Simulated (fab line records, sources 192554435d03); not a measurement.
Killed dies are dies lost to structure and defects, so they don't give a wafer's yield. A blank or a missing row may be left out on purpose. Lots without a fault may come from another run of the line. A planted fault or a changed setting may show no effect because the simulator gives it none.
Split-lot experiment | flow n5_finfet | 7 lots, 39 wafers read, on a route of 1938 steps

THE SPLIT
At N5_MOL_CONTACT_COAG_ALD_123 (deposits SiNx, target thk 5 nm, pulse time 1 s, purge time 2 s), the setting ald_cycles was moved away from the recipe's 100 on 9 of the 39 wafers read, by -9.0% to +14.0%. The other wafers ran this setting at the recipe's value.

The file shows no step between the split and the reading.

THE READING
etch.depth_nm (the simulator's own value, which no gauge read), in nm, at N5_MOL_CONTACT_COAG_ETCH_124 (etches SiNx in CH3F/O2, stops on SiOC, target depth 6.5 nm). The file gives no usual value for it. The 30 wafers here that ran the recipe average 4.988 nm, standard deviation 0.032 nm.

wafer  | tool, chamber at the split | ald_cycles as run | against the recipe | etch.depth_nm, nm | against lot-mates on the recipe
L080.1 | ald_sin-01, 1,3,2,1,2,3    | 100               | recipe             | 4.977             | -
L080.2 | ald_sin-01, 1,3,2,1,2,3    | 100               | recipe             | 5.028             | -
L080.3 | ald_sin-01, 1,3,2,1,2,3    | 100               | recipe             | 5.033             | -
L080.4 | ald_sin-01, 1,3,2,1,2,3    | 100               | recipe             | 4.989             | -
L080.5 | ald_sin-01, 1,3,2,1,2,3    | 100               | recipe             | 5.029             | -
L080.6 | ald_sin-01, 1,3,2,1,2,3    | 100               | recipe             | 5.043             | -
L083.1 | ald_sin-03, 3,1,2,0,3,0    | 100               | recipe             | 4.966             | -
L083.2 | ald_sin-03, 3,1,2,0,3,0    | 100               | recipe             | 4.938             | -
L083.3 | ald_sin-03, 3,1,2,0,3,0    | 100               | recipe             | 4.977             | -
L083.4 | ald_sin-03, 3,1,2,0,3,0    | 100               | recipe             | 4.935             | -
L083.5 | ald_sin-03, 3,1,2,0,3,0    | 100               | recipe             | 4.979             | -
L083.6 | ald_sin-03, 3,1,2,0,3,0    | 100               | recipe             | 4.93              | -
L086.1 | ald_sin-03, 3,0,2          | 114               | +14.0%             | 5.699             | +0.705
L086.2 | ald_sin-03, 2,3,0          | 100               | recipe             | 5.015             | -
L086.3 | ald_sin-03, 3,0,2          | 114               | +14.0%             | 5.662             | +0.668
L086.4 | ald_sin-03, 3,0,2          | 114               | +14.0%             | 5.692             | +0.698
L086.5 | ald_sin-03, 2,3,0          | 100               | recipe             | 5.004             | -
L086.6 | ald_sin-03, 2,3,0          | 100               | recipe             | 4.963             | -
L087.2 | ald_sin-04, 2,0,3          | 100               | recipe             | 5.019             | -
L087.4 | ald_sin-04, 2,0,3          | 100               | recipe             | 5.031             | -
L087.5 | ald_sin-04, 2,0,3          | 100               | recipe             | 5.036             | -
L089.1 | ald_sin-01, 0,2,3,1,2,3    | 100               | recipe             | 4.96              | -
L089.2 | ald_sin-01, 0,2,3,1,2,3    | 100               | recipe             | 4.968             | -
L089.3 | ald_sin-01, 0,2,3,1,2,3    | 100               | recipe             | 4.978             | -
L089.4 | ald_sin-01, 0,2,3,1,2,3    | 100               | recipe             | 4.938             | -
L089.5 | ald_sin-01, 0,2,3,1,2,3    | 100               | recipe             | 4.986             | -
L089.6 | ald_sin-01, 0,2,3,1,2,3    | 100               | recipe             | 4.986             | -
L091.1 | ald_sin-01, 2,3            | 91                | -9.0%              | 4.536             | -0.450
L091.2 | ald_sin-01, 2,3            | 91                | -9.0%              | 4.563             | -0.423
L091.3 | ald_sin-01, 1              | 91                | -9.0%              | 4.483             | -0.503
L091.4 | ald_sin-01, 0,2,3          | 100               | recipe             | 4.951             | -
L091.5 | ald_sin-01, 0,2,3          | 100               | recipe             | 5.006             | -
L091.6 | ald_sin-01, 0,2,3          | 100               | recipe             | 5.002             | -
L097.1 | ald_sin-01, 1,2,3          | 100               | recipe             | 4.967             | -
L097.2 | ald_sin-01, 0,3,2          | 110               | +10.0%             | 5.451             | +0.463
L097.3 | ald_sin-01, 1,2,3          | 100               | recipe             | 5.004             | -
L097.4 | ald_sin-01, 1,2,3          | 100               | recipe             | 4.992             | -
L097.5 | ald_sin-01, 0,3,2          | 110               | +10.0%             | 5.491             | +0.503
L097.6 | ald_sin-01, 0,3,2          | 110               | +10.0%             | 5.49              | +0.502
Where a row lists several chambers, the file gives one row for several wafers and doesn't say which wafer went through which chamber.

THE FIT
A straight line over all 39 wafers: etch.depth_nm changes by +0.0499 nm for each +1% of ald_cycles; r = +0.99; the points scatter about the line by 0.031 nm.
The same after taking each lot's own level away (the mean of its wafers on the recipe; 39 wafers): +0.0497 nm for each +1%; r = +1.00; scatter 0.022 nm.
On that fit, the largest move of ald_cycles shifts the reading by 0.7 nm.
The lots' own levels span 4.9542 to 5.0287 nm, that is 2.3 times the standard deviation above.
So the lot-to-lot level changes the slope little: the two slopes agree.
Check: with one of the wafers moved furthest among these (+14.0%) left out of the fit, the line predicts +0.691 nm for it against its lot-mates. It came out at +0.705 nm against them.

OTHER SPLITS ON THESE WAFERS
These wafers also went through other splits before the reading. Each is held against what the fit with the lots' levels taken away leaves over:
other split on the same wafers     | wafers away from the commonest value | r with etch.depth_nm (lot level and that fit taken away)
N5_FIN_SAQP_ETCH_52 source_w       | 18                                   | -0.20
N5_DUMMY_GATE_ETCH_37 source_w     | 12                                   | +0.13
N5_SD_EPI_P_ETCH_16 target_depth_a | 15                                   | +0.11
N5_HKMG_FIN_ETCH_54 source_w       | 9                                    | -0.01

THE WHOLE CHAIN: every reading that the file lists as answering this split, in the file's order
step                         | what it does                                                   | reading                                                                                  | change (the file's fit)                | r (the file's)
N5_MOL_CONTACT_COAG_ALD_123  | deposits SiNx, target thk 5 nm, pulse time 1 s, purge time 2 s | SiNx_of_MOL_CONTACT_COAG_ALD_123.thk_nm (the simulator's own value, which no gauge read) | +0.044 nm for each +1% of the setting  | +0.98
N5_MOL_CONTACT_COAG_ETCH_124 | etches SiNx in CH3F/O2, stops on SiOC, target depth 6.5 nm     | etch.depth_nm (the simulator's own value, which no gauge read)                           | +0.0496 nm for each +1% of the setting | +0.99

THE FILE'S OWN FIT
etch.depth_nm changes by +0.0496 nm for each +1% of ald_cycles, r = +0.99.
